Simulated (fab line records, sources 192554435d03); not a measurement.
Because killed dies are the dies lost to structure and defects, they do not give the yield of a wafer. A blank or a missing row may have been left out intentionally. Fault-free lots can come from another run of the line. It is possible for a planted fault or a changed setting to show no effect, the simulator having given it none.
One fault seen from 2 desks	flow n5-finfet	every desk sees just its own numbers, and what lay behind them comes last

== THE TOOL OWNER'S DESK: rie-diel-02 ==
The tool's own readings at N5_BEOL_M11_ETCH_62 (etches SOC in N2/H2, target depth 110 nm, overetch 22 nm, time 165 s): means of the sampled wafers that have a number, for each lot that ran on this tool. Marked OUT: a lot whose mean sits more than 4 standard deviations from the usual mean, which makes it out of limits; the brackets give that distance.
Columns: A = drypump-motor-current-A at N5_BEOL_M11_ETCH_62, usual 5.8 A; B = oes-product-au at N5_BEOL_M11_ETCH_62, usual 0.68 a.u.; C = rf-vpp-V at N5_BEOL_M11_ETCH_62, usual 523.1 V; D = showerhead-plenum-p-Torr at N5_BEOL_M11_ETCH_62, usual 2.52 Torr; E = throttle-valve-pct at N5_BEOL_M11_ETCH_62, usual 17.70 %
lot	first seen here	A	B	C	D	E
L376	day 9 16:10	5.7	0.65	524.5	2.58	17.88
L382	day 11 14:58	6.0	0.65	522.3	2.49	17.81
L392	day 14 06:12	5.8	0.54	524.8	2.56	17.87
L394	day 15 08:58	6.0	0.71	522.0	2.48	17.63
This desk found nothing out of limits on any of the 4 lots.

== FROM THE METROLOGY DESK ==
What the gauges read for every lot (on any tool): the sampled wafers with a number, averaged. Marked OUT: a lot whose mean sits more than 4 standard deviations from the usual mean, which makes it out of limits; the brackets give that distance. Shown here are 7 of its 13 readings, the ones lying furthest out on some lot.
Columns: A = DIBL_N at N5_BEOL_M4_RC_MEAS_101, usual 35.9 mV/V; B = DIBL_P at N5_BEOL_M4_RC_MEAS_101, usual 35.9 mV/V; C = IOFF_N at N5_BEOL_M4_RC_MEAS_101, usual 0.156 nA/um; D = SS_P at N5_BEOL_M4_RC_MEAS_101, usual 73.1 mV/dec; E = VT_N at N5_BEOL_M4_RC_MEAS_101, usual 249.7 mV; F = VT_P at N5_BEOL_M4_RC_MEAS_101, usual -250.2 mV; G = trench-depth-nm at N5_BEOL_M11_OCD_MEAS_38, usual 148.5 nm
lot	first seen here	A	B	C	D	E	F	G
L376	day 7 11:56	36.3	36.7	0.157	73.5	251.2	-249.4	148.9
L382	day 9 07:47	33.8	33.7	0.121	72.4	253.7	-250.7	149.6
L384	day 10 06:52	36.1	35.4	0.140	72.9	251.2	-250.0	147.2
L392	day 11 22:10	35.5	35.3	0.154	73.2	249.2	-250.8	152.1
L394	day 12 19:05	36.7	38.7	0.182	73.5	248.2	-252.2	148.3
L397	day 13 05:27	38.2	37.9	0.173	74.1	248.4	-248.9	150.1
L395	day 13 05:36	35.4	37.2	0.147	72.9	251.2	-253.6	148.9
L396	day 13 14:47	34.1	34.9	0.137	72.4	251.3	-251.7	149.0
This desk found nothing out of limits on any of the 8 lots.

== PUT TOGETHER ==
The desk of the tool owner found nothing out of limits.
The metrology desk saw nothing out of limits.

== WHAT WAS PUT IN BY THE SIMULATOR ==
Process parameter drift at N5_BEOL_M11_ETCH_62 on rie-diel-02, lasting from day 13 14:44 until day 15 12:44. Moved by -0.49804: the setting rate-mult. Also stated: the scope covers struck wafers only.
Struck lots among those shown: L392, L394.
